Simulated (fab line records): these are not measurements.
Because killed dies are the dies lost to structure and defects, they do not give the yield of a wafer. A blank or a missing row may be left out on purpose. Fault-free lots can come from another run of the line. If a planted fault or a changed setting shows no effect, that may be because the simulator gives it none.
Matching of chambers -- flow nand-harc -- NHARC_A_CHANNEL_FILL_D1_ALD_14 on ald-hk-03 has 4 sister chambers
The step deposits SiO2, target thk 2.5 nm, pulse time 10 s, ald cycles 25. 8 wafers are shown with their chamber, then 7 later ones without.

== WAFERS PAIRED WITH THEIR CHAMBERS ==
wafer,chamber,heater-power-outer-w (W),heater-power-w (W)
L075.2,2,232,394
L077.2,1,299,494
L077.5,1,296,499
L084.2,3,226,420
L084.3,0,226,445
L084.6,0,230,447
L086.1,3,225,424
L086.3,2,225,391

== WAFERS WITHOUT THEIR CHAMBER ==
wafer,heater-power-outer-w (W),heater-power-w (W)
L086.4,223,434
L091.1,231,428
L091.2,232,418
L091.6,302,515
L096.1,286,470
L096.3,230,406
L096.6,237,406

== EACH ONE'S CHAMBER ==
wafer,from the rows above,in truth
L086.4,can't be placed: 3 or 0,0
L091.1,3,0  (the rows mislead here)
L091.2,3,3
L091.6,1,1
L096.1,1,1
L096.3,can't be placed: 2 or 3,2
L096.6,can't be placed: 2 or 3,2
3 of 7 placed correctly. Cannot be placed on the basis of these rows: 3; the candidates contain the true chamber in 3. Wrongly placed: 1.
How it was worked out, from the rows above alone: a wafer's distance from a chamber is the root of the sum, over the readings, of the square of ((its reading less the chamber's mean) divided by the reading's scatter). The wafer belongs to the nearest chamber; if the next one is less than 2 further off, it can't be placed. Each chamber's mean is taken over the wafers shown for it. The scatter: the root of (the sum of the squares of (reading less its chamber's mean) over the shown wafers, divided by (wafers less chambers)).
